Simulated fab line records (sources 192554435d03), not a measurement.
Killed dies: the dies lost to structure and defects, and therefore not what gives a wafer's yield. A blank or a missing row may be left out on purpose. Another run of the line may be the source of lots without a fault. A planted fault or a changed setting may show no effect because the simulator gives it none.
A lot that was struck, set against a sound lot | flow n5 finfet | 37 out of 1938 route steps
Sound: these wafers, L940.1, L940.5, L940.6. Struck: wafer L947.2. (L947.5 of the same lot was not struck and is left out.) The cause comes at the end.
Order at every step that has rows: each side's tool, ch and its chambers, its first start. Under that, the readings that differ: sound wafers | struck wafers | difference of the means | sigmas: that difference in standard deviations of wafers without a fault.
alike: a reading whose means differ by less than 2 such deviations, as well as words and numbers matching on both sides. not compared: withheld readings; readings where some wafer has no value; bounds like >300 that might hide an equal value; numbers whose values overlap and for which the record gives no deviation.
Wherever a step has rows on one side only, a row that says differs or no value, or a row with sigmas, the two part there. Numbers that have no deviation but don't overlap get no sigmas and don't part them. A reading missing from all wafers of one side parts the sides only when that side holds two or more wafers.

first, 8 steps without rows for these wafers: N5_BEOL_M0_ECD_118 (material Cu, target thk 300 nm); N5_BEOL_M0_ANNEAL_119 (time 90 s); N5_BEOL_M0_CMP_120 (polishes, stops on SiOC, t overpolish 6.9 s); N5_BEOL_M0_PRE_CLEAN_131 (time 15 s); N5_BEOL_M0_CO_CAP_123 (material Co, precursor CCTBA/H2, target thk 2 nm, time 102.1 s); N5_BEOL_M0_PRE_CLEAN_124 (time 15 s); N5_BEOL_M0_DEP_125 (deposits SiCN from 3MS/NH3, target thk 8 nm, time 14 s); N5_BEOL_M1_ILD_DEP_00 (deposits SiOC from DEMS/O2, target thk 79 nm, time 15.3 s).
N5_BEOL_M1_PECVD_72: deposits SiO2 from TEOS/O2, target thk 16 nm, time 18 s.
  sound on pecvd-02 ch 0,1,2, day 9 00:49; struck on pecvd-04 ch 1, day 10 16:28
  reading                                    | sound      | struck | difference | sigmas
  model.SiO2_of_BEOL_M1_PECVD_72.thk nm (nm) | 15.6 16 16 | 12.6   | -3.3       |
  alike: chamber pressure Torr, heater power w, showerhead plenum p Torr, throttle valve pct
  not compared: rf fwd power W
then, 25 steps without rows for these wafers: N5_BEOL_M1_HM_DEP_02 (deposits TiN, target thk 20 nm); N5_BEOL_M1_COAT_61 (time 60 s, resist thk 60 nm); N5_BEOL_M1_COAT_62 (time 60 s, resist thk 12 nm); N5_BEOL_M1_COAT_73 (time 60 s, resist thk 5 nm); N5_BEOL_M1_COAT_05 (resist thk 30 nm); N5_BEOL_M1_EBR_07; N5_BEOL_M1_SOFTBAKE_06 (time 60 s); N5_BEOL_M1_EXPOSE_08 (exposes mask M1); N5_BEOL_M1_PEB_09 (peb time 60 s); N5_BEOL_M1_DEVELOP_10 (develop time 30 s); N5_BEOL_M1_DESCUM_16 (chemistry O2, time 7 s); N5_BEOL_M1_ETCH_74 (etches underlayer in N2/H2, target depth 6.5 nm, time 5.2 s); N5_BEOL_M1_ETCH_63 (etches SiARC in CF4, target depth 15.6 nm, time 26 s); N5_BEOL_M1_ETCH_64 (etches SOC in N2/H2, target depth 75 nm, overetch 15 nm, time 112.5 s); N5_BEOL_M1_STRIP_65 (strips in N2/H2); N5_BEOL_M1_STRIP_75 (strips in N2/H2); N5_BEOL_M1_STRIP_66 (strips in CF4); N5_BEOL_M1_HM_OPEN_17 (chemistry Cl2/BCl3, target TiN, target depth 20 nm, overetch 6 nm); N5_BEOL_M1_STRIP_19 (strips in O2); N5_BEOL_M1_COAT_67 (time 60 s, resist thk 60 nm); N5_BEOL_M1_COAT_68 (time 60 s, resist thk 12 nm); N5_BEOL_M1_COAT_76 (time 60 s, resist thk 5 nm); N5_BEOL_M1_COAT_22 (resist thk 30 nm); N5_BEOL_M1_EBR_24; N5_BEOL_M1_SOFTBAKE_23 (time 60 s).
N5_BEOL_M1_HM_STRIP_39: strips TiN in peroxide tin strip, target depth 25 nm, time 158 s.
  sound on wet bench-06 ch 0,1,5, day 9 12:20; struck on wet bench-05 ch 2, day 10 23:55
  reading                                    | sound          | struck | difference | sigmas
  model.SiO2_of_BEOL_M1_PECVD_72.thk nm (nm) | 15.6 15.8 15.8 | 12.4   | -3.3       |
N5_BEOL_M1_CMP_52: polishes, stops on SiOC, t overpolish 6.8 s, target thk 40 nm.
  sound on cmp-01 ch 0,3, day 9 16:06; struck on cmp-01 ch 0, day 11 03:05
  reading                      | sound          | struck | difference | sigmas
  barrier field endpoint s (s) | 24.7 24.8 24.8 | 20.4   | -4.4       | -6
  alike: motor current A, platen rpm, retaining ring pressure frac
N5_BEOL_M4_RC_MEAS_101:
  sound on prober-01 ch 0, day 11 19:54; struck on prober-01 ch 0, day 13 02:28
  reading   | sound          | struck | difference | sigmas
  VT_P (mV) | -254 -253 -252 | -245   | +8         | +2
  alike: DIBL_N, DIBL_P, IOFF_N, IOFF_P, ION_N, ION_P, SS_N, SS_P, VT_N

WHERE THEY PART
First at N5_BEOL_M1_CMP_52; last, within this record, at N5_BEOL_M4_RC_MEAS_101.

WHY: the cause the simulator had injected
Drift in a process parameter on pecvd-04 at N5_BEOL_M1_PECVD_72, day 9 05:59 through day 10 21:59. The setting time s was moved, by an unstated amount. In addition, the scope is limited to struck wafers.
